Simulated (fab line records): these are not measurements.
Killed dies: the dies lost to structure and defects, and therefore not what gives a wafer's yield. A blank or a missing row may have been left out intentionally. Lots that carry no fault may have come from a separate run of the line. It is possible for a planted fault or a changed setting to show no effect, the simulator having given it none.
A struck lot beside a sound one :: flow nand_harc :: 25 steps out of a route of 1302
Sound: these wafers, L210.4, L210.5, L210.6. Wafers struck: L215.3, L215.4, L215.5. The cause is named last.
For every step that has rows: the tool of each side, followed by ch and its chambers, followed by its first start. Under that, the readings that differ: sound wafers :: struck wafers :: difference of the means :: sigmas: that difference in standard deviations of wafers without a fault.
alike: readings whose means differ by less than 2 such deviations, and words and numbers that are the same on both sides. not compared: withheld readings, readings that some wafer has no value for, bounds like >300 that may hide the same value, and numbers for which the record gives no deviation and whose values overlap.
A row with sigmas, a row that says differs or no value, or rows on one side alone: a step with any of these is where the two part. Non-overlapping numbers with no deviation appear without sigmas and do not part them. A reading missing from all wafers of one side parts the sides only when that side holds two or more wafers.

first, 1 step without rows for these wafers: NHARC_A_M0_SRD_25.
NHARC_A_M0_INSPECT_27:
  sound on defect_inspect-01 at day 26 20:20; struck on defect_inspect-01 at day 28 19:25
  alike: raw_defect_count
NHARC_A_M0_PRE_CLEAN_31: time 12 s.
  sound on pecvd-03 ch 0,1,2, day 26 20:26; struck on pecvd-01 ch 0,1,2, day 28 19:30
  alike: heater_power_w
  not compared: since_wet_clean_h
NHARC_A_M0_DEP_32: deposits SiCN, target thk 30 nm.
  sound on pecvd-03 ch 0,1,2, day 26 20:36; struck on pecvd-01 ch 0,1,2, day 28 19:38
  alike: heater_power_w
  not compared: since_wet_clean_h
then, 7 steps without rows for these wafers: NHARC_A_M1_DEP_00 (deposits SiOC, target thk 182.5 nm); NHARC_A_M1_DEHYDRATE_01 (time 120 s); NHARC_A_M1_HMDS_02 (time 30 s); NHARC_A_M1_COAT_34 (time 65 s); NHARC_A_M1_COAT_03 (resist thk 90 nm); NHARC_A_M1_SOFTBAKE_04 (time 55 s); NHARC_A_M1_EBR_05.
NHARC_A_M1_EXPOSE_06: exposes mask A M1, target cd 120 nm.
  sound on arfi_scanner-01 ch 0, day 26 21:41; struck on arfi_scanner-02 ch 0, day 28 20:39
reading: exposure_dose_mJ_cm2
sound: 75.13 75.03 75.13
struck: 78.08 78.08 78.08
difference: +2.98
sigmas: +40
  alike: mask, stage_vel_mm_s
then, 2 steps without rows for these wafers: NHARC_A_M1_PEB_07 (peb time 65 s); NHARC_A_M1_DEVELOP_08 (develop time 35 s).
NHARC_A_M1_CD_MEAS_09: the cd target is 120 nm.
  sound on cd_sem-02 ch 0, day 26 21:49; struck on cd_sem-02 ch 0, day 28 20:47
reading: cd_nm (nm)
sound: 120.8 120.0 119.9
struck: 123.0 122.8 122.7
difference: +2.6
sigmas: +4
NHARC_A_M1_OVL_MEAS_10: pitch 240 nm.
  sound on overlay-01 at day 26 21:54; struck on overlay-02 at day 28 20:52
  alike: overlay_x_nm, overlay_y_nm
NHARC_A_M1_INSPECT_11:
  sound on defect_inspect-02 at day 26 21:56; struck on defect_inspect-02 at day 28 20:55
  alike: raw_defect_count
NHARC_A_M1_DESCUM_14: chemistry O2, time 3 s.
  sound on rie_diel-06 ch 0,1,2, day 26 22:01; struck on rie_diel-12 ch 1,2,3, day 28 20:59
reading: model.A_M1.cd_nm (nm)
sound: 120.6 120.5 119.9
struck: 122.9 122.8 123.1
difference: +2.6
sigmas: 
  alike: drypump_motor_current_A, oes_product_au, rf_vpp_V, showerhead_plenum_p_Torr, throttle_valve_pct
  not compared: rf_hours_counter_h
NHARC_A_M1_ETCH_35: etches the open film in N2/H2, target depth 40 nm, overetch 12 nm, time 43.94 s.
  sound on rie_diel-06 ch 0,1, day 26 22:05; struck on rie_diel-12 ch 0,1,2, day 28 21:04
  alike: drypump_motor_current_A, oes_product_au, rf_vpp_V, showerhead_plenum_p_Torr, throttle_valve_pct
  not compared: rf_hours_counter_h
NHARC_A_M1_ETCH_15: etches the open film in C4F8/Ar, target depth 182.5 nm, time 91.2 s.
  sound: rie_diel-06 ch 1,2,3; struck: rie_diel-12 ch 0,1,2
  alike: oes_product_au, rf_vpp_V
  not compared: rf_hours_counter_h
NHARC_A_M1_CD_MEAS_16:
  sound on cd_sem-01 at day 26 22:19; struck on cd_sem-03 at day 28 21:17
reading: cd_nm (nm)
sound: 120.0 120.6 119.7
struck: 122.8 122.2 122.5
difference: +2.4
sigmas: +3
NHARC_A_M1_STRIP_18: strips in N2/H2.
  sound on rie_diel-03 ch 0,1,2, day 26 22:26; struck on rie_diel-12 ch 1,2,3, day 28 21:24
  alike: drypump_motor_current_A, oes_product_au, rf_vpp_V, showerhead_plenum_p_Torr, throttle_valve_pct
  not compared: rf_hours_counter_h
NHARC_A_M1_ETCH_28: etches the open film in CF4/N2, target depth 30 nm, time 72.99 s.
  sound: rie_diel-03 ch 0,1,3; struck: rie_diel-12 ch 0,2
reading: model.A_M1.cd_nm (nm)
sound: 119.7 120.1 118.9
struck: 122.7 121.9 122.6
difference: +2.8
sigmas: 
  alike: drypump_motor_current_A, oes_product_au, rf_vpp_V, showerhead_plenum_p_Torr, throttle_valve_pct
  not compared: rf_hours_counter_h
then, 2 steps without rows for these wafers: NHARC_A_M1_STRIP_19 (strips in post etch residue remover, time 600 s); NHARC_END_SORT_01.

== WHERE THEY PART ==
First at NHARC_A_M1_EXPOSE_06; last, within this record, at NHARC_A_M1_CD_MEAS_16. Later steps at which nothing parts them and some readings are alike: NHARC_A_M1_STRIP_18, NHARC_A_M1_ETCH_28.

WHY: whatever the simulator had introduced
Process parameters drifting: arfi_scanner-02 at NHARC_A_M1_EXPOSE_06, beginning at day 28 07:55. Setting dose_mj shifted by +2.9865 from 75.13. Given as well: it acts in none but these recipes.
